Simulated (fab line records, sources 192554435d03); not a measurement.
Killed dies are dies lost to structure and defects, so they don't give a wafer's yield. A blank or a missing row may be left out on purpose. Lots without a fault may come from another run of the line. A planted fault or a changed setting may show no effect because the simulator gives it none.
Split-lot experiment | flow n5_finfet | 7 lots, 21 wafers read, on a route of 1938 steps

THE SPLIT
At N5_BEOL_M3_ILD_DEP_00 (deposits SiOC from DEMS/O2, target thk 79 nm, time 15.3 s), the setting time_s was moved away from the recipe's 15.3 s on 10 of the 21 wafers read, by -4.7% to +9.3%. The other wafers ran this setting at the recipe's value.

The file shows no step between the split and the reading.

THE READING
M3_ILD_THK, in nm, at N5_BEOL_M3_THK_MEAS_01. Fault-free wafers of this fab line usually give 79.4 nm, standard deviation 0.91 nm.

wafer  | tool, chamber at the split | time_s as run, s | against the recipe | M3_ILD_THK, nm | against lot-mates on the recipe
L077.1 | pecvd-04, 0                | 15.3             | recipe             | 78.6           | -
L077.2 | pecvd-04, 2                | 16.72            | +9.3%              | 86.2           | +7.6
L077.6 | pecvd-04, 1                | 16.72            | +9.3%              | 88.3           | +9.7
L081.1 | pecvd-01, 1                | 15.3             | recipe             | 77.9           | -
L081.3 | pecvd-01, 2                | 15.3             | recipe             | 79.1           | -
L081.4 | pecvd-01, 0                | 16.04            | +4.8%              | 83.8           | +5.3
L084.1 | pecvd-02, 1,2              | 16.69            | +9.1%              | 85.8           | no lot-mate on the recipe
L084.2 | pecvd-02, 1,2              | 16.69            | +9.1%              | 85.8           | no lot-mate on the recipe
L084.5 | pecvd-02, 2                | 16.69            | +9.1%              | 87.8           | no lot-mate on the recipe
L085.1 | pecvd-01, 2                | 14.58            | -4.7%              | 75.0           | -4.6
L085.3 | pecvd-01, 1                | 14.58            | -4.7%              | 75.3           | -4.3
L085.4 | pecvd-01, 1                | 15.3             | recipe             | 79.6           | -
L088.2 | pecvd-01, 1                | 15.3             | recipe             | 79.7           | -
L088.5 | pecvd-01, 0                | 16.24            | +6.1%              | 85.1           | +5.4
L088.6 | pecvd-01, 2                | 15.3             | recipe             | 79.7           | -
L096.1 | pecvd-04, 2                | 16.07            | +5.0%              | 82.7           | +2.5
L096.3 | pecvd-04, 0                | 15.3             | recipe             | 79.6           | -
L096.4 | pecvd-04, 1                | 15.3             | recipe             | 80.7           | -
L097.1 | pecvd-04, 0                | 15.3             | recipe             | 78.5           | -
L097.3 | pecvd-04, 1                | 15.3             | recipe             | 79.7           | -
L097.6 | pecvd-04, 1                | 15.3             | recipe             | 80.6           | -
Where a row lists several chambers, the file gives one row for several wafers and doesn't say which wafer went through which chamber.

THE FIT
A straight line over all 21 wafers: M3_ILD_THK changes by +0.825 nm for each +1% of time_s; r = +0.98; the points scatter about the line by 0.87 nm.
The same after taking each lot's own level away (the mean of its wafers on the recipe; 18 wafers): +0.91 nm for each +1%; r = +0.98; scatter 0.82 nm.
On that fit, the largest move of time_s shifts the reading by 8.4 nm.
The lots' own levels span 78.50 to 80.15 nm, that is 1.8 times the standard deviation above.
So the lot-to-lot level changes the slope little: the two slopes agree.
Check: with one of the wafers moved furthest among these (+9.3%) left out of the fit, the line predicts +8.69 nm for it against its lot-mates. It came out at +7.6 nm against them.

OTHER SPLITS ON THESE WAFERS
These wafers also went through other splits before the reading. Each is held against what the fit with the lots' levels taken away leaves over:
other split on the same wafers | wafers away from the commonest value | r with M3_ILD_THK (lot level and that fit taken away)
N5_BEOL_M2_ETCH_64 bias_w      | 6                                    | +0.12

THE WHOLE CHAIN: every reading that the file lists as answering this split, in the file's order
step                   | what it does                                              | reading                                                                            | change (the file's fit)               | r (the file's)
N5_BEOL_M3_ILD_DEP_00  | deposits SiOC from DEMS/O2, target thk 79 nm, time 15.3 s | SiOC_of_BEOL_M3_ILD_DEP_00.thk_nm (the simulator's own value, which no gauge read) | +0.884 nm for each +1% of the setting | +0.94
N5_BEOL_M3_THK_MEAS_01 |                                                           | M3_ILD_THK                                                                         | +0.888 for each +1% of the setting    | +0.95

THE FILE'S OWN FIT
M3_ILD_THK changes by +0.888 nm for each +1% of time_s, r = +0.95.
